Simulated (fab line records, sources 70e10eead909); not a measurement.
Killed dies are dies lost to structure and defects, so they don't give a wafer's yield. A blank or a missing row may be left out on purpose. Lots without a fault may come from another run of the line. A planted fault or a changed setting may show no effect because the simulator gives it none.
Which tool did it? | flow nand_harc | 23 lots, 69 wafers sampled, at 6 steps of a route of 1159

WHAT THE GAUGES READ, wafer by wafer
The record holds no reading of a measuring or inspecting step that can be judged against a usual standard deviation.

WHICH TOOL RAN EACH LOT (tool, then ch and the chambers of the sampled wafers, then the start)
lot  | NHARC_A_STAIRCASE_DESCUM_443       | NHARC_A_STAIRCASE_CMP_450     | NHARC_A_STAIRCASE_ETCHBACK_157     | NHARC_A_STAIRCASE_DEP_471       | NHARC_A_SGD_CUT_ETCH_15                       | NHARC_A_SGD_CUT_CMP_21
L074 | rie_diel-07 ch 0,1,2, day 13 21:04 | cmp-02 ch 0,1,2, day 14 00:20 | rie_diel-09 ch 1,2,3, day 14 01:16 | pecvd-04 ch 0,2, day 14 01:32   | rie_diel-12 ch 1,2,3, day 14 08:37 or earlier | cmp-04 ch 0,1,2, day 14 08:37
L075 | rie_diel-06 ch 1,2, day 13 21:13   | cmp-03 ch 1,2,3, day 14 00:53 | rie_diel-06 ch 0,1,2, day 14 01:46 | pecvd-04 ch 1,2, day 14 02:21   | rie_diel-05 ch 0,3, day 14 08:39 or earlier   | cmp-03 ch 0,1,3, day 14 08:39
L077 | rie_diel-07 ch 0,1, day 14 02:59   | cmp-02 ch 0,1,3, day 14 06:09 | rie_diel-07 ch 1,2,3, day 14 07:05 | pecvd-01 ch 0,1,2, day 14 07:24 | rie_diel-02 ch 1,2, day 14 14:29 or earlier   | cmp-01 ch 1,2,3, day 14 14:29
L079 | rie_diel-09 ch 0,1,2, day 14 09:31 | cmp-03 ch 1,2, day 14 12:39   | rie_diel-09 ch 1,2,3, day 14 13:34 | pecvd-01 ch 1,2, day 14 13:52   | rie_diel-12 ch 0,1,2, day 14 21:10 or earlier | cmp-04 ch 2,3, day 14 21:10
L076 | rie_diel-07 ch 0,2,3, day 14 09:41 | cmp-01 ch 0,2, day 14 12:56   | rie_diel-06 ch 2,3, day 14 13:50   | pecvd-03 ch 0,2, day 14 14:09   | rie_diel-05 ch 0,1,3, day 14 21:17 or earlier | cmp-01 ch 2,3, day 14 21:17
L078 | rie_diel-07 ch 0,2,3, day 14 09:44 | cmp-03 ch 0,2, day 14 14:15   | rie_diel-07 ch 1,2, day 14 15:08   | pecvd-01 ch 0,1,2, day 14 15:33 | rie_diel-12 ch 1,2,3, day 14 21:08 or earlier | cmp-01 ch 0,1, day 14 21:08
L080 | rie_diel-06 ch 1,2,3, day 14 19:16 | cmp-02 ch 1,2,3, day 14 22:56 | rie_diel-06 ch 1,2, day 14 23:55   | pecvd-03 ch 0,2, day 15 00:11   | rie_diel-02 ch 0,1,2, day 15 08:22 or earlier | cmp-04 ch 0,1,2, day 15 08:22
L081 | rie_diel-06 ch 1,2,3, day 15 07:56 | cmp-02 ch 0,1, day 15 11:48   | rie_diel-09 ch 1,3, day 15 12:47   | pecvd-04 ch 0,1, day 15 13:10   | rie_diel-05 ch 2,3, day 15 20:13 or earlier   | cmp-01 ch 1,2,3, day 15 20:13
L083 | rie_diel-09 ch 1,2,3, day 15 08:10 | cmp-01 ch 0,2,3, day 15 11:41 | rie_diel-09 ch 0,1, day 15 12:38   | pecvd-01 ch 0,1, day 15 13:05   | rie_diel-02 ch 0,1,3, day 15 20:16 or earlier | cmp-03 ch 0,1,3, day 15 20:16
L082 | rie_diel-09 ch 2,3, day 15 12:56   | cmp-02 ch 0,3, day 15 16:03   | rie_diel-09 ch 0,2,3, day 15 17:01 | pecvd-04 ch 1,2, day 15 17:17   | rie_diel-05 ch 0,3, day 16 00:12 or earlier   | cmp-01 ch 0,3, day 16 00:12
L084 | rie_diel-09 ch 1,2, day 16 02:45   | cmp-02 ch 1,2,3, day 16 06:26 | rie_diel-07 ch 0,2,3, day 16 07:26 | pecvd-03 ch 0,2, day 16 07:46   | rie_diel-02 ch 1,3, day 16 15:24 or earlier   | cmp-01 ch 0,1,3, day 16 15:24
L085 | rie_diel-06 ch 1,2,3, day 16 02:55 | cmp-01 ch 0,1,3, day 16 06:43 | rie_diel-07 ch 0,1,2, day 16 07:41 | pecvd-04 ch 0,1,2, day 16 08:00 | rie_diel-12 ch 1,2,3, day 16 15:27 or earlier | cmp-04 ch 0,2,3, day 16 15:27
L087 | rie_diel-07 ch 2,3, day 16 16:54   | cmp-01 ch 0,1,3, day 16 20:34 | rie_diel-09 ch 1,2,3, day 16 21:31 | pecvd-01 ch 0,1, day 16 21:44   | rie_diel-05 ch 0,1,3, day 17 05:12 or earlier | cmp-04 ch 1,2,3, day 17 05:12
L086 | rie_diel-09 ch 0,1,2, day 16 17:04 | cmp-03 ch 0,1, day 16 20:43   | rie_diel-07 ch 0,1,3, day 16 21:39 | pecvd-03 ch 0,2, day 16 21:53   | rie_diel-05 ch 0,1,2, day 17 05:11 or earlier | cmp-01 ch 0,1,2, day 17 05:11
L089 | rie_diel-09 ch 1,3, day 17 11:14   | cmp-03 ch 0,1,2, day 17 14:56 | rie_diel-07 ch 0,1,3, day 17 15:50 | pecvd-04 ch 0,2, day 17 16:06   | rie_diel-05 ch 0,1, day 17 22:58 or earlier   | cmp-04 ch 0,1,3, day 17 22:58
L090 | rie_diel-06 ch 1,3, day 17 11:22   | cmp-01 ch 0,1,2, day 17 14:32 | rie_diel-07 ch 0,2, day 17 15:26   | pecvd-04 ch 0,2, day 17 15:42   | rie_diel-12 ch 0,1, day 17 22:59 or earlier   | cmp-01 ch 0,1, day 17 22:59
L093 | rie_diel-09 ch 0,2,3, day 18 01:31 | cmp-01 ch 0,3, day 18 04:38   | rie_diel-06 ch 1,2,3, day 18 05:46 | pecvd-04 ch 0,1, day 18 06:08   | rie_diel-02 ch 0,1,3, day 18 14:25 or earlier | cmp-03 ch 0,1,2, day 18 14:25
L088 | rie_diel-06 ch 1,2,3, day 18 03:17 | cmp-02 ch 1,2,3, day 18 06:41 | rie_diel-09 ch 1,2,3, day 18 07:37 | pecvd-03 ch 1,2, day 18 07:53   | rie_diel-05 ch 1,3, day 18 14:22 or earlier   | cmp-04 ch 0,1,2, day 18 14:22
L092 | rie_diel-09 ch 1,2,3, day 18 04:28 | cmp-02 ch 0,3, day 18 08:22   | rie_diel-09 ch 2,3, day 18 09:16   | pecvd-01 ch 0,2, day 18 09:37   | rie_diel-02 ch 0,1, day 18 14:31 or earlier   | cmp-04 ch 1,2, day 18 14:31
L094 | rie_diel-07 ch 2,3, day 18 21:09   | cmp-02 ch 0,1,3, day 19 00:55 | rie_diel-06 ch 0,1,3, day 19 01:55 | pecvd-04 ch 1,2, day 19 02:11   | rie_diel-02 ch 0,1,2, day 19 09:18 or earlier | cmp-04 ch 1,2,3, day 19 09:18
L096 | rie_diel-09 ch 1,3, day 18 21:12   | cmp-03 ch 0,2,3, day 19 00:27 | rie_diel-07 ch 0,2,3, day 19 01:22 | pecvd-03 ch 0,2, day 19 01:57   | rie_diel-05 ch 2,3, day 19 09:13 or earlier   | cmp-01 ch 1,2,3, day 19 09:13
L095 | rie_diel-06 ch 1,2, day 18 21:22   | cmp-01 ch 2,3, day 19 00:30   | rie_diel-07 ch 0,3, day 19 01:41   | pecvd-01 ch 0,1, day 19 02:01   | rie_diel-12 ch 0,2,3, day 19 09:10 or earlier | cmp-03 ch 1,2,3, day 19 09:10
L097 | rie_diel-09 ch 0,1,2, day 19 10:05 | cmp-01 ch 0,1,3, day 19 13:15 | rie_diel-06 ch 0,3, day 19 14:21   | pecvd-01 ch 0,1,2, day 19 14:45 | rie_diel-05 ch 0,2,3, day 19 21:58 or earlier | cmp-01 ch 0,1,2, day 19 21:58
- NHARC_A_STAIRCASE_DESCUM_443: chemistry O2, time 3 s.
- NHARC_A_STAIRCASE_CMP_450: polishes SiO2, target thk 200 nm.
- NHARC_A_STAIRCASE_ETCHBACK_157: etches the open film in CH3F/O2, target depth 90 nm, time 167.14 s.
- NHARC_A_STAIRCASE_DEP_471: deposits SiO2, target thk 100 nm.
- NHARC_A_SGD_CUT_ETCH_15: etches the open film in CH3F/O2, target depth 75 nm, time 64.3 s.
- NHARC_A_SGD_CUT_CMP_21: polishes, target thk 148.19 nm.

WHAT THE TOOLS THEMSELVES READ (means of the sampled wafers that have a number; where no wafer has one, the mark that the record gives instead)
NHARC_A_STAIRCASE_DESCUM_443. Usual: drypump_motor_current_A 5.8 A, standard deviation 0.5; oes_product_au 1.002 a.u., standard deviation 0.0097; rf_vpp_V 57.7 V, standard deviation 0.82; showerhead_plenum_p_Torr 1.91 Torr, standard deviation 0.063; throttle_valve_pct 11.311 %, standard deviation 0.0099.
lot  | tool        | drypump_motor_current_A (A) | oes_product_au (a.u.) | rf_vpp_V (V) | showerhead_plenum_p_Torr (Torr) | throttle_valve_pct (%) | flag
L074 | rie_diel-07 | 6.0                         | 1.011                 | 57.7         | 1.87                            | 11.319                 |
L075 | rie_diel-06 | 5.3                         | 1.000                 | 59.1         | 1.92                            | 11.314                 |
L077 | rie_diel-07 | 6.0                         | 1.022                 | 57.0         | 1.81                            | 11.313                 |
L079 | rie_diel-09 | 5.6                         | 0.999                 | 57.5         | 1.93                            | 11.321                 |
L076 | rie_diel-07 | 6.2                         | 1.004                 | 58.3         | 1.92                            | 11.312                 |
L078 | rie_diel-07 | 6.2                         | 1.014                 | 58.1         | 1.92                            | 11.313                 |
L080 | rie_diel-06 | 5.7                         | 0.997                 | 57.9         | 1.91                            | 11.306                 |
L081 | rie_diel-06 | 5.7                         | 1.008                 | 57.1         | 1.91                            | 11.300                 |
L083 | rie_diel-09 | 6.1                         | 1.001                 | 57.6         | 1.94                            | 11.314                 |
L082 | rie_diel-09 | 6.3                         | 0.992                 | 58.1         | 1.94                            | 11.302                 |
L084 | rie_diel-09 | 6.1                         | 0.996                 | 58.3         | 1.95                            | 11.310                 |
L085 | rie_diel-06 | 5.7                         | 1.006                 | 57.6         | 1.91                            | 11.311                 |
L087 | rie_diel-07 | 5.9                         | 1.008                 | 58.1         | 1.97                            | 11.303                 |
L086 | rie_diel-09 | 5.6                         | 1.005                 | 58.0         | 1.92                            | 11.313                 |
L089 | rie_diel-09 | 6.0                         | 1.003                 | 58.1         | 1.93                            | 11.303                 |
L090 | rie_diel-06 | 6.1                         | 0.991                 | 57.1         | 1.90                            | 11.313                 |
L093 | rie_diel-09 | 5.8                         | 0.998                 | 57.6         | 1.92                            | 11.313                 |
L088 | rie_diel-06 | 5.7                         | 1.004                 | 57.1         | 1.90                            | 11.298                 |
L092 | rie_diel-09 | 6.1                         | 0.995                 | 57.4         | 1.93                            | 11.311                 |
L094 | rie_diel-07 | 6.0                         | 1.007                 | 58.5         | 1.97                            | 11.320                 |
L096 | rie_diel-09 | 5.9                         | 1.000                 | 57.7         | 1.93                            | 11.318                 |
L095 | rie_diel-06 | 5.7                         | 0.987                 | 57.4         | 1.87                            | 11.308                 |
L097 | rie_diel-09 | 5.6                         | 0.997                 | 58.7         | 1.92                            | 11.313                 |

NHARC_A_STAIRCASE_CMP_450. Usual: edge_zone_pressure_frac 1.000, standard deviation 0.0054; motor_current_A 12.2 A, standard deviation 1.1.
lot  | tool   | edge_zone_pressure_frac | motor_current_A (A) | flag
L074 | cmp-02 | 0.999                   | 12.2                |
L075 | cmp-03 | 1.000                   | 12.5                |
L077 | cmp-02 | 0.997                   | 11.6                |
L079 | cmp-03 | 1.003                   | 12.8                |
L076 | cmp-01 | 1.000                   | 11.9                |
L078 | cmp-03 | 0.999                   | 12.1                |
L080 | cmp-02 | 1.003                   | 11.8                |
L081 | cmp-02 | 1.000                   | 13.1                |
L083 | cmp-01 | 1.000                   | 12.3                |
L082 | cmp-02 | 0.996                   | 11.8                |
L084 | cmp-02 | 1.004                   | 11.5                |
L085 | cmp-01 | 1.004                   | 12.5                |
L087 | cmp-01 | 1.001                   | 12.4                |
L086 | cmp-03 | 0.992                   | 12.3                |
L089 | cmp-03 | 1.004                   | 12.4                |
L090 | cmp-01 | 0.996                   | 12.2                |
L093 | cmp-01 | 1.002                   | 12.5                |
L088 | cmp-02 | 1.001                   | 11.4                |
L092 | cmp-02 | 1.003                   | 12.1                |
L094 | cmp-02 | 0.999                   | 11.6                |
L096 | cmp-03 | 0.997                   | 12.4                |
L095 | cmp-01 | 0.996                   | 12.6                |
L097 | cmp-01 | 1.004                   | 12.6                |

NHARC_A_STAIRCASE_ETCHBACK_157. Usual: drypump_motor_current_A 5.9 A, standard deviation 0.49; oes_product_au 0.97 a.u., standard deviation 0.034; rf_vpp_V 244.3 V, standard deviation 1.3; showerhead_plenum_p_Torr 2.46 Torr, standard deviation 0.082; throttle_valve_pct 20.664 %, standard deviation 0.0097.
lot  | tool        | drypump_motor_current_A (A) | oes_product_au (a.u.) | rf_vpp_V (V) | showerhead_plenum_p_Torr (Torr) | throttle_valve_pct (%) | flag
L074 | rie_diel-09 | 6.1                         | 0.92                  | 244.6        | 2.50                            | 20.673                 |
L075 | rie_diel-06 | 5.6                         | 1.00                  | 243.0        | 2.39                            | 20.664                 |
L077 | rie_diel-07 | 5.9                         | 1.00                  | 243.4        | 2.46                            | 20.672                 |
L079 | rie_diel-09 | 6.1                         | 0.99                  | 244.9        | 2.50                            | 20.663                 |
L076 | rie_diel-06 | 5.4                         | 0.93                  | 244.1        | 2.50                            | 20.668                 |
L078 | rie_diel-07 | 5.8                         | 0.99                  | 244.6        | 2.48                            | 20.660                 |
L080 | rie_diel-06 | 5.7                         | 1.00                  | 244.4        | 2.42                            | 20.661                 |
L081 | rie_diel-09 | 5.9                         | 0.95                  | 244.2        | 2.49                            | 20.663                 |
L083 | rie_diel-09 | 5.5                         | 1.00                  | 244.8        | 2.47                            | 20.660                 |
L082 | rie_diel-09 | 5.8                         | 1.01                  | 244.6        | 2.48                            | 20.664                 |
L084 | rie_diel-07 | 6.2                         | 0.93                  | 244.4        | 2.47                            | 20.664                 |
L085 | rie_diel-07 | 6.0                         | 0.93                  | 244.0        | 2.40                            | 20.654                 |
L087 | rie_diel-09 | 6.1                         | 0.92                  | 245.6        | 2.49                            | 20.670                 |
L086 | rie_diel-07 | 6.3                         | 0.93                  | 243.3        | 2.38                            | 20.661                 |
L089 | rie_diel-07 | 6.2                         | 0.93                  | 243.9        | 2.38                            | 20.664                 |
L090 | rie_diel-07 | 6.3                         | 0.95                  | 243.9        | 2.42                            | 20.658                 |
L093 | rie_diel-06 | 5.7                         | 0.99                  | 243.9        | 2.44                            | 20.660                 |
L088 | rie_diel-09 | 6.1                         | 0.93                  | 245.1        | 2.48                            | 20.659                 |
L092 | rie_diel-09 | 6.2                         | 1.00                  | 243.5        | 2.49                            | 20.664                 |
L094 | rie_diel-06 | 5.9                         | 1.00                  | 245.8        | 2.50                            | 20.661                 |
L096 | rie_diel-07 | 6.2                         | 1.00                  | 243.9        | 2.46                            | 20.665                 |
L095 | rie_diel-07 | 6.5                         | 1.00                  | 243.7        | 2.39                            | 20.652                 |
L097 | rie_diel-06 | 5.8                         | 1.00                  | 246.2        | 2.60                            | 20.665                 |

NHARC_A_STAIRCASE_DEP_471. Usual: flow_sccm 2651 sccm, standard deviation 8.1; heater_power_outer_w 299 W, standard deviation 61; heater_power_w 570 W, standard deviation 79; mfc_precursor_sccm 161.4 sccm, standard deviation 0.45; throttle_valve_pct 16.1 %, standard deviation 0.77.
lot  | tool     | flow_sccm (sccm) | heater_power_outer_w (W) | heater_power_w (W) | mfc_precursor_sccm (sccm) | throttle_valve_pct (%) | flag
L074 | pecvd-04 | 2642             | 220                      | 462                | 161.5                     | 16.5                   |
L075 | pecvd-04 | 2653             | 279                      | 514                | 161.5                     | 16.8                   |
L077 | pecvd-01 | 2648             | 308                      | 598                | 160.9                     | 15.3                   |
L079 | pecvd-01 | 2656             | 295                      | 594                | 161.2                     | 15.6                   |
L076 | pecvd-03 | 2648             | 307                      | 561                | 161.2                     | 16.6                   |
L078 | pecvd-01 | 2659             | 331                      | 625                | 161.4                     | 15.3                   |
L080 | pecvd-03 | 2661             | 308                      | 565                | 161.5                     | 16.9                   |
L081 | pecvd-04 | 2660             | 194                      | 434                | 161.2                     | 16.0                   |
L083 | pecvd-01 | 2655             | 362                      | 645                | 161.3                     | 15.3                   |
L082 | pecvd-04 | 2648             | 274                      | 512                | 161.2                     | 16.4                   |
L084 | pecvd-03 | 2656             | 372                      | 648                | 161.5                     | 16.9                   |
L085 | pecvd-04 | 2647             | 282                      | 532                | 161.0                     | 16.7                   |
L087 | pecvd-01 | 2648             | 338                      | 635                | 161.2                     | 15.8                   |
L086 | pecvd-03 | 2642             | 333                      | 600                | 161.5                     | 17.1                   |
L089 | pecvd-04 | 2657             | 264                      | 509                | 161.6                     | 16.5                   |
L090 | pecvd-04 | 2643             | 188                      | 420                | 161.4                     | 16.0                   |
L093 | pecvd-04 | 2647             | 225                      | 487                | 161.6                     | 15.7                   |
L088 | pecvd-03 | 2648             | 325                      | 622                | 161.5                     | 16.3                   |
L092 | pecvd-01 | 2652             | 313                      | 594                | 161.7                     | 15.1                   |
L094 | pecvd-04 | 2647             | 283                      | 522                | 161.2                     | 16.5                   |
L096 | pecvd-03 | 2650             | 398                      | 676                | 161.8                     | 16.8                   |
L095 | pecvd-01 | 2653             | 300                      | 561                | 161.9                     | 15.5                   |
L097 | pecvd-01 | 2653             | 284                      | 571                | 161.4                     | 15.1                   |

NHARC_A_SGD_CUT_ETCH_15. Usual: drypump_motor_current_A 5.8 A, standard deviation 0.48; oes_product_au 0.969 a.u., standard deviation 0.015; rf_vpp_V 263.3 V, standard deviation 1.8; showerhead_plenum_p_Torr 2.42 Torr, standard deviation 0.11; throttle_valve_pct 20.662 %, standard deviation 0.009.
lot  | tool        | drypump_motor_current_A (A) | oes_product_au (a.u.) | rf_vpp_V (V) | showerhead_plenum_p_Torr (Torr) | throttle_valve_pct (%) | flag
L074 | rie_diel-12 | 5.5                         | 0.983                 | 263.5        | 2.42                            | 20.660                 |
L075 | rie_diel-05 | 5.8                         | 0.963                 | 264.6        | 2.49                            | 20.663                 |
L077 | rie_diel-02 | 5.9                         | 0.968                 | 264.5        | 2.53                            | 20.656                 |
L079 | rie_diel-12 | 6.0                         | 0.986                 | 263.2        | 2.42                            | 20.666                 |
L076 | rie_diel-05 | 5.8                         | 0.965                 | 263.3        | 2.44                            | 20.652                 |
L078 | rie_diel-12 | 5.5                         | 0.990                 | 264.0        | 2.42                            | 20.656                 |
L080 | rie_diel-02 | 5.8                         | 0.972                 | 264.1        | 2.44                            | 20.669                 |
L081 | rie_diel-05 | 6.2                         | 0.962                 | 262.2        | 2.32                            | 20.659                 |
L083 | rie_diel-02 | 5.7                         | 0.964                 | 263.5        | 2.48                            | 20.666                 |
L082 | rie_diel-05 | 5.8                         | 0.976                 | 263.6        | 2.49                            | 20.663                 |
L084 | rie_diel-02 | 5.8                         | 0.976                 | 264.9        | 2.56                            | 20.657                 |
L085 | rie_diel-12 | 5.5                         | 0.986                 | 263.4        | 2.42                            | 20.663                 |
L087 | rie_diel-05 | 5.8                         | 0.970                 | 263.4        | 2.44                            | 20.668                 |
L086 | rie_diel-05 | 5.6                         | 0.975                 | 263.5        | 2.45                            | 20.660                 |
L089 | rie_diel-05 | 5.5                         | 0.964                 | 266.0        | 2.53                            | 20.657                 |
L090 | rie_diel-12 | 6.6                         | 0.965                 | 262.8        | 2.34                            | 20.661                 |
L093 | rie_diel-02 | 5.7                         | 0.976                 | 264.2        | 2.47                            | 20.663                 |
L088 | rie_diel-05 | 6.1                         | 0.963                 | 262.0        | 2.34                            | 20.662                 |
L092 | rie_diel-02 | 5.7                         | 0.959                 | 262.5        | 2.38                            | 20.671                 |
L094 | rie_diel-02 | 5.8                         | 0.965                 | 263.3        | 2.44                            | 20.668                 |
L096 | rie_diel-05 | 6.2                         | 0.956                 | 262.5        | 2.32                            | 20.662                 |
L095 | rie_diel-12 | 5.6                         | 0.981                 | 263.2        | 2.39                            | 20.654                 |
L097 | rie_diel-05 | 5.9                         | 0.935                 | 262.4        | 2.41                            | 20.662                 |

NHARC_A_SGD_CUT_CMP_21. Usual: edge_zone_pressure_frac 1.000, standard deviation 0.0052; motor_current_A 12.6 A, standard deviation 1.2; time_to_endpoint_s 49 s, standard deviation 3.2.
lot  | tool   | edge_zone_pressure_frac | motor_current_A (A) | time_to_endpoint_s (s) | flag
L074 | cmp-04 | 1.003                   | 12.7                | 50                     |
L075 | cmp-03 | 0.998                   | 12.3                | 48                     |
L077 | cmp-01 | 0.999                   | 13.2                | 51                     |
L079 | cmp-04 | 0.997                   | 14.3                | 46                     |
L076 | cmp-01 | 0.996                   | 12.9                | 51                     |
L078 | cmp-01 | 1.003                   | 12.5                | 49                     |
L080 | cmp-04 | 1.001                   | 12.2                | 46                     |
L081 | cmp-01 | 0.999                   | 13.3                | 54                     |
L083 | cmp-03 | 1.005                   | 12.0                | 47                     |
L082 | cmp-01 | 0.999                   | 12.4                | 51                     |
L084 | cmp-01 | 0.999                   | 12.2                | 51                     |
L085 | cmp-04 | 1.006                   | 13.5                | 49                     |
L087 | cmp-04 | 0.992                   | 12.8                | 47                     |
L086 | cmp-01 | 1.001                   | 11.9                | 48                     |
L089 | cmp-04 | 0.999                   | 12.9                | 50                     |
L090 | cmp-01 | 0.995                   | 11.7                | 48                     |
L093 | cmp-03 | 0.994                   | 12.4                | 45                     |
L088 | cmp-04 | 1.003                   | 12.9                | 46                     |
L092 | cmp-04 | 1.000                   | 12.0                | 49                     |
L094 | cmp-04 | 1.001                   | 12.9                | 46                     |
L096 | cmp-01 | 1.000                   | 13.3                | 50                     |
L095 | cmp-03 | 1.000                   | 12.8                | 45                     |
L097 | cmp-01 | 0.998                   | 12.0                | 49                     |

THE ANSWER, worked out from the rows above alone
Rule: a lot is off if the mean of its wafers that have a number lies more than 3 standard deviations from the usual mean. A lot without any number at a reading at which 4 lots or more have one is off too. The other lots that the step has rows for count as sound. The gauges are gone through in route order, then the tools' own readings, and for those a lot's mean is taken as printed above. The first step at which some lot is off is used, and at that step the reading that is off furthest; a lot without a number counts as furthest.
No lot is off at any reading shown: from this, nothing can be told.

WHAT THE SIMULATOR HAD PUT IN
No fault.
